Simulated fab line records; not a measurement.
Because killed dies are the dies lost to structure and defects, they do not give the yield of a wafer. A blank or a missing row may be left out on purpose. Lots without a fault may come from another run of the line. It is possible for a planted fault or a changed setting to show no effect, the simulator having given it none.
Which of the tools did it? ; flow n5_finfet ; 25 wafers from 9 lots sampled at 2 of the route's 1938 steps

== WHAT EACH GAUGE READ, for each wafer ==
N5_BEOL_M4_OCD_MEAS_38.
lot;measured;on;trench_depth_nm (nm)
L445;day 9 03:39;ocd-02;53.7 55.4 55.0
L446;day 9 06:46;ocd-01;55.2 55.2 56.1
L447;day 9 08:21;ocd-01;55.0 54.1 54.6
L449;day 10 23:05;ocd-01;53.5 56.2 54.0
L453;day 9 20:15;ocd-01;53.7 53.7
L455;day 11 04:45;ocd-01;57.5 57.3 56.5
L460;day 12 11:43;ocd-02;53.7 28.3
L468;day 14 05:28;ocd-01;54.3 55.6 54.6
L467;day 14 05:31;ocd-01;55.7 57.4 56.4

== WHAT TOOL EACH LOT RAN ON (gives the tool, then ch and the chambers of the sampled wafers, and finally the start) ==
lot;N5_BEOL_M4_TRENCH_ETCH_37
L445;rie_diel-01 ch 1,3, day 9 03:29
L446;rie_diel-01 ch 0,1,3, day 9 06:37
L447;rie_diel-01 ch 1,2,3, day 9 08:12
L449;rie_diel-06 ch 1,3, day 10 22:56
L453;rie_diel-01 ch 2, day 9 20:05
L455;rie_diel-06 ch 1,2, day 11 04:35
L460;rie_diel-01 ch 2,3, day 12 11:34
L468;rie_diel-03 ch 0,1,3, day 14 05:18
L467;rie_diel-06 ch 1,2,3, day 14 05:22
- N5_BEOL_M4_TRENCH_ETCH_37: etches SiOC in C4F6/O2, target depth 55.555 nm, time 29.2 s.

== THE ANSWER, worked out from the rows above alone ==
Rule: what is usual is taken from the lots themselves. The widest of any qualifying gaps counts: lots, ordered by their means at a reading, are off when they make up no more than a third of the lots, leave a main group of 4 or more, and stand apart from it by 3 or more times the standard deviation of that group's means. A main group is skipped when, at the precision printed for the reading in the tables above, its means are all equal. A lot without any number at a reading at which 4 lots or more have one is off too. Any other lot the step has rows for is counted as sound.
Off: L460 (N5_BEOL_M4_OCD_MEAS_38, trench_depth_nm). Mean 55.2 nm and standard deviation 1.1 in the main group.
If a tool, at a process step before that reading, ran all the lots that are off and no sound lot after the first of them, it fits. Those tools and the gauges at N5_BEOL_M4_OCD_MEAS_38 are tried in the same way. Can't be told from this: 2 tools fit, rie_diel-01 at N5_BEOL_M4_TRENCH_ETCH_37, ocd-02 at N5_BEOL_M4_OCD_MEAS_38.

== WHAT HAD BEEN PUT IN BY THE SIMULATOR ==
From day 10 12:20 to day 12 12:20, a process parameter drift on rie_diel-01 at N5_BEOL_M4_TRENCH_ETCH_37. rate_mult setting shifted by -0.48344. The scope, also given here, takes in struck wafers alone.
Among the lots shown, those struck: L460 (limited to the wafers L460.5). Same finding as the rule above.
